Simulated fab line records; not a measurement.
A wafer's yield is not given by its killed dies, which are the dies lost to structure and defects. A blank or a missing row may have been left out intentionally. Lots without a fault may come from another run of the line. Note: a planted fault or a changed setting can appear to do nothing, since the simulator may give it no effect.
A lot that was struck, set against a sound lot	flow n5_finfet	13 out of 1938 route steps
Sound: wafers L586.1, L586.3, L586.4. Struck: wafers L589.2, L589.5, L589.6. The cause is given at the end.
Order at every step that has rows: each side's tool, ch and its chambers, its first start. Under that, the readings that differ: sound wafers	struck wafers	difference of the means	sigmas: that difference in standard deviations of wafers without a fault.
alike: a reading whose means differ by less than 2 such deviations, as well as words and numbers matching on both sides. not compared: withheld readings; readings where some wafer has no value; bounds like >300 that might hide an equal value; numbers whose values overlap and for which the record gives no deviation.
The two part at a step that has a row with sigmas, a row that says differs or no value, or rows on one side only. Non-overlapping numbers with no deviation appear without sigmas and do not part them. Lack of a reading on every wafer of one side parts them only where that side has two or more wafers.

first, 2 steps without rows for these wafers: N5_BEOL_M5_CVD_47 (deposits Co from CCTBA/H2, target thk 3 nm, time 216 s); N5_BEOL_M5_SPUTTER_48 (material Cu, target thk 15 nm, time 27.62 s).
N5_BEOL_M5_ANNEAL_49: time 1800 s.
  sound: pvd_sputter-02 at day 8 16:45; struck: pvd_sputter-01 at day 9 17:38
  alike: heater_power_w
then, 1 step without rows for these wafers: N5_BEOL_M5_SPUTTER_81 (material Cu, target thk 15 nm, time 27.62 s).
N5_BEOL_M5_ANNEAL_82: time 1800 s.
  sound: pvd_sputter-02 at day 8 17:50; struck: pvd_sputter-01 at day 9 18:43
  alike: heater_power_w
then, 1 step without rows for these wafers: N5_BEOL_M5_SPUTTER_83 (material Cu, target thk 15 nm, time 27.62 s).
N5_BEOL_M5_ANNEAL_84: time 1800 s.
  sound: pvd_sputter-02 at day 8 18:55; struck: pvd_sputter-01 at day 9 19:49
  alike: heater_power_w
then, 1 step without rows for these wafers: N5_BEOL_M5_SPUTTER_88 (material Cu, target thk 15 nm, time 27.62 s).
N5_BEOL_M5_ANNEAL_89: time 1800 s.
  sound: pvd_sputter-02 at day 8 20:01; struck: pvd_sputter-01 at day 9 21:26
  alike: heater_power_w
then, 2 steps without rows for these wafers: N5_BEOL_M5_SPUTTER_90 (material Cu, target thk 4.5 nm, time 8.29 s); N5_BEOL_M5_ECD_50 (material Cu, target thk 300 nm).
N5_BEOL_M5_ANNEAL_51: time 90 s.
  sound on rtp_anneal-02 ch 0, day 8 21:13; struck on rtp_anneal-01 ch 0, day 9 22:43
  alike: anneal_temp_c_max, wafer_temp_C_max
N5_BEOL_M5_CMP_52: polishes, stops on SiCOH lowk, t overpolish 6.9 s, target thk 62 nm.
  sound on cmp-01 ch 0,1,3, day 8 21:31; struck on cmp-02 ch 0,1,3, day 9 23:03
reading	sound	struck	difference	sigmas
platen_rpm (rpm)	49.92 50.02 50.03	51.96 52.05 51.98	+2.01	+54
  alike: barrier_field_endpoint_s, motor_current_A, overpolish_run_s, time_to_endpoint_s

## WHERE THEY PART
Only at N5_BEOL_M5_CMP_52, within this record.

WHY: what had been put in by the simulator
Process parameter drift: cmp-02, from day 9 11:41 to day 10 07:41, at N5_BEOL_M5_CMP_52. Setting platen_rpm shifted by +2 from 50. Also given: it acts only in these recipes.
